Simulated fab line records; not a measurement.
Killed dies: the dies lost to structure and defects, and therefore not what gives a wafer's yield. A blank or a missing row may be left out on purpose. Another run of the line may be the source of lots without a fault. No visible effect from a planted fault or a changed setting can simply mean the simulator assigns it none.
Matching of chambers ; flow n5_finfet ; N5_MOL_CONTACT_COAG_ALD_20 on ald_metal-02: 4 sister chambers
The step deposits TiN, target thk 1.5 nm, pulse time 1 s, purge time 3 s. 27 wafers are shown with their chamber, then 12 later ones without.

WAFERS PAIRED WITH THEIR CHAMBERS
wafer;chamber;heater_power_w (W);precursor_pulse_height_rel
L074.1;0;846;1.015
L074.4;2;1034;0.979
L074.6;2;1026;0.990
L078.2;2;1033;1.013
L078.4;1;962;0.997
L078.6;0;874;0.975
L080.1;1;926;0.973
L080.2;0;877;1.013
L080.3;2;1017;1.031
L080.4;3;679;1.001
L080.5;0;872;0.987
L080.6;3;664;0.975
L082.1;1;938;0.982
L082.2;3;688;1.019
L082.3;2;1032;1.036
L082.4;0;854;1.030
L082.5;1;989;0.989
L082.6;2;1030;1.011
L084.3;0;880;0.983
L084.5;3;683;0.998
L084.6;0;850;1.015
L085.2;3;660;0.985
L085.4;1;955;1.041
L085.5;3;688;1.003
L091.1;1;944;1.006
L091.2;2;1058;0.996
L091.3;0;864;1.003

SIGNATURES, as means of the wafers listed above
reading;chamber 0;chamber 1;chamber 2;chamber 3;scatter within a chamber
heater_power_w;864.62;952.33;1032.86;677.00;15.2
precursor_pulse_height_rel;1.00262;0.99800;1.00800;0.99683;0.0201
Rule: a wafer lies at a distance from a chamber equal to the root of the sum of squares, over the readings, of (its reading less the chamber's mean, divided by the reading's scatter). If the next closest chamber is less than 2 further off than the closest, the wafer can't be placed; otherwise it belongs to the closest. The scatter: take each reading less its chamber's mean, square it, sum over the shown wafers, divide by the number of wafers less the number of chambers, and take the root.

WAFERS WITH NO CHAMBER GIVEN
wafer;heater_power_w (W);precursor_pulse_height_rel
L092.3;963;1.031
L092.5;973;0.974
L092.6;865;0.994
L094.1;1025;0.993
L094.4;681;0.993
L094.6;1020;1.023
L095.1;1010;0.980
L095.3;877;1.036
L095.4;684;1.005
L097.1;874;1.026
L097.5;658;0.995
L097.6;859;1.037

WHICH CHAMBER EACH WENT THROUGH
wafer;from the rows above;in truth
L092.3;1;1
L092.5;1;1
L092.6;0;0
L094.1;2;2
L094.4;3;3
L094.6;2;2
L095.1;can't be placed: 2 or 1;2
L095.3;0;0
L095.4;3;3
L097.1;0;0
L097.5;3;3
L097.6;0;0
Correctly placed: 11 of 12. Cannot be placed on the basis of these rows: 1; the candidates contain the true chamber in 1. 0 placed wrongly.
